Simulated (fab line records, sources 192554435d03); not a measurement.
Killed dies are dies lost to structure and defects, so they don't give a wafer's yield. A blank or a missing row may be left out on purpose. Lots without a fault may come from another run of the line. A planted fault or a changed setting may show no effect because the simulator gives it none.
A struck lot beside a sound one | flow n5_finfet | 15 steps out of a route of 1938
Sound: wafers L259.2, L259.3, L259.6. Struck: wafer L266.2. (L266.3 of the same lot was not struck and is left out.) The cause comes at the end.
At each step with rows: each side's tool, then ch and its chambers, then its first start. Under that, the readings that differ: sound wafers | struck wafers | difference of the means | sigmas: that difference in standard deviations of wafers without a fault.
alike: readings whose means differ by less than 2 such deviations, and words and numbers that are the same on both sides. not compared: withheld readings, readings that some wafer has no value for, bounds like >300 that may hide the same value, and numbers for which the record gives no deviation and whose values overlap.
The two part at a step that has a row with sigmas, a row that says differs or no value, or rows on one side only. Numbers that don't overlap but have no deviation are shown without sigmas and don't part them. A reading that every wafer of one side lacks parts them only if that side has two wafers or more.

first, 7 steps without rows for these wafers: N5_MIM_BOT_LITHO_COAT_02; N5_MIM_BOT_LITHO_EBR_04; N5_MIM_BOT_LITHO_SOFTBAKE_03 (time 90 s); N5_MIM_BOT_LITHO_EXPOSE_05 (exposes mask MIM BOT); N5_MIM_BOT_LITHO_PEB_06; N5_MIM_BOT_LITHO_DEVELOP_07 (develop time 60 s); N5_MIM_BOT_LITHO_HARDBAKE_09 (time 120 s).
N5_MIM_BOT_LITHO_CD_MEAS_08: target cd 3000 nm.
  sound on cd_sem-03 ch 0, day 12 12:39; struck on cd_sem-03 ch 0, day 14 12:59
  alike: cd_nm
N5_MIM_BOT_LITHO_OVL_MEAS_11:
  sound on overlay-01 ch 0, day 12 12:41; struck on overlay-01 ch 0, day 14 13:01
  alike: MIM_BOT_OVL
N5_MIM_BOT_LITHO_INSPECT_12: inspects for defects (macro).
  sound on defect_inspect-02, day 12 12:42; struck on defect_inspect-02, day 14 13:02
  alike: raw_defect_count
N5_MIM_BOT_LITHO_DESCUM_10: chemistry O2, time 7.9 s.
  sound on rie_diel-02 ch 0,1,2, day 12 12:50; struck on rie_diel-01 ch 3, day 14 13:04
  reading                        | sound                | struck | difference | sigmas
  chamber_pressure_mTorr (mTorr) | 19.985 20.019 20.006 | 19.966 | -0.037     | -2
  oes_product_au (a.u.)          | 0.74 0.72 0.85       | 0.97   | +0.20      | +2
  alike: drypump_motor_current_A, rf_vpp_V, showerhead_plenum_p_Torr, temp_c, throttle_valve_pct
  not compared: rf_hours_counter_h
N5_MIM_BOT_ETCH_ETCH_04: etches SiNx in CF4/O2, target depth 26 nm, time 13 s.
  sound on rie_diel-02 ch 0,1,2, day 12 12:53; struck on rie_diel-01 ch 3, day 14 13:08
  alike: O2_flow_sccm, bias_w, chamber_pressure_mTorr, drypump_motor_current_A, oes_product_au, rf_vpp_V, showerhead_plenum_p_Torr, throttle_valve_pct
  not compared: rf_hours_counter_h
N5_MIM_BOT_ETCH_ETCH_03: etches the open film in Cl2/BCl3, target depth 12 nm.
  sound on rie_metal-03 ch 1, day 12 13:01; struck on rie_metal-02 ch 1, day 14 13:13
  reading                              | sound            | struck | difference                   | sigmas
  drypump_motor_current_A (A)          | 4.9 4.9 4.9      | 6.5    | +1.6                         | +3
  rf_hours_counter_h (h)               | - - -            | 111    | no value on the sound wafers |
  model.etch.depth_nm (nm)             | 12.17 12.11 12.1 | 20.86  | +8.73                        |
  model.MIM_BOT_ETCH.cd_offset_nm (nm) | -0.8 -0.4 -0.4   | -3.8   | -3.3                         |
  alike: bias_w, chamber_pressure_mTorr, he_backside_leak_sccm, oes_product_au, throttle_valve_pct
  not compared: model.coat_of_MIM_BOT_LITHO_COAT_02.thk_nm
N5_MIM_BOT_ETCH_ETCH_00: etches TiN in Cl2/BCl3, target depth 45.5 nm.
  sound on rie_metal-03 ch 1, day 12 13:12; struck on rie_metal-02 ch 1, day 14 13:19
  reading                              | sound          | struck | difference                   | sigmas
  drypump_motor_current_A (A)          | 4.9 4.9 4.9    | 6.5    | +1.6                         | +3
  rf_hours_counter_h (h)               | - - -          | 111    | no value on the sound wafers |
  model.MIM_BOT_ETCH.cd_offset_nm (nm) | -0.8 -0.4 -0.4 | -3.6   | -3.1                         |
  alike: bias_w, chamber_pressure_mTorr, he_backside_leak_sccm, oes_product_au, throttle_valve_pct
  not compared: model.coat_of_MIM_BOT_LITHO_COAT_02.thk_nm
N5_MIM_BOT_ETCH_STRIP_01: strips in O2.
  sound on rie_diel-04 ch 1,2, day 12 13:27; struck on rie_diel-02 ch 2, day 14 13:27
  reading                | sound             | struck | difference | sigmas
  throttle_valve_pct (%) | 16.78 16.39 16.33 | 17.13  | +0.63      | +3
  alike: chamber_pressure_mTorr, drypump_motor_current_A, oes_product_au, rf_vpp_V, showerhead_plenum_p_Torr, temp_c
  not compared: rf_hours_counter_h

WHERE THEY PART
First at N5_MIM_BOT_LITHO_DESCUM_10; last, within this record, at N5_MIM_BOT_ETCH_STRIP_01.

WHY: what the simulator had put in
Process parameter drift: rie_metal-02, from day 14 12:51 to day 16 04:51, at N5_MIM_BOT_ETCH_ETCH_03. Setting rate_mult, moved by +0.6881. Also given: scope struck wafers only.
